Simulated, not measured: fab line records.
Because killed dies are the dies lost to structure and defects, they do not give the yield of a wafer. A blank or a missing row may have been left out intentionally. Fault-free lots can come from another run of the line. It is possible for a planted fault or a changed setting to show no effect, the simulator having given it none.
Chamber matching ; flow n5_finfet ; N5_PASSIVATION_PECVD_00 on pecvd-04: 3 sister chambers
The step deposits SiO2 from SiH4/N2O, target thk 200 nm, time 11.2 s. 6 wafers are shown with their chamber, then 7 later ones without.

WAFERS, EACH WITH ITS CHAMBER
wafer;chamber;throttle_valve_pct (%);heater_power_w (W)
L075.5;0;52.2;482
L084.3;1;50.6;516
L084.4;2;46.9;828
L084.5;1;50.4;518
L086.1;0;52.0;573
L086.2;2;47.0;850

WAFERS WITH NO CHAMBER GIVEN
wafer;throttle_valve_pct (%);heater_power_w (W)
L086.5;50.2;572
L090.3;47.1;683
L090.4;50.4;535
L090.6;47.2;680
L094.1;50.2;467
L094.4;47.2;757
L094.6;50.3;476

EACH ONE'S CHAMBER
wafer;from the rows above;in truth
L086.5;1;1
L090.3;2;2
L090.4;1;1
L090.6;2;2
L094.1;1;1
L094.4;2;2
L094.6;1;1
7 of 7 placed correctly. Not placeable from these rows: 0. Wrongly placed: 0.
How it was worked out, from the rows above alone: a wafer's distance from a chamber is the root of the sum, over the readings, of the square of ((its reading less the chamber's mean) divided by the reading's scatter). If the next closest chamber is less than 2 further off than the closest, the wafer can't be placed; otherwise it belongs to the closest. A chamber's mean is the mean of its shown wafers. The scatter: take each reading less its chamber's mean, square it, sum over the shown wafers, divide by the number of wafers less the number of chambers, and take the root.
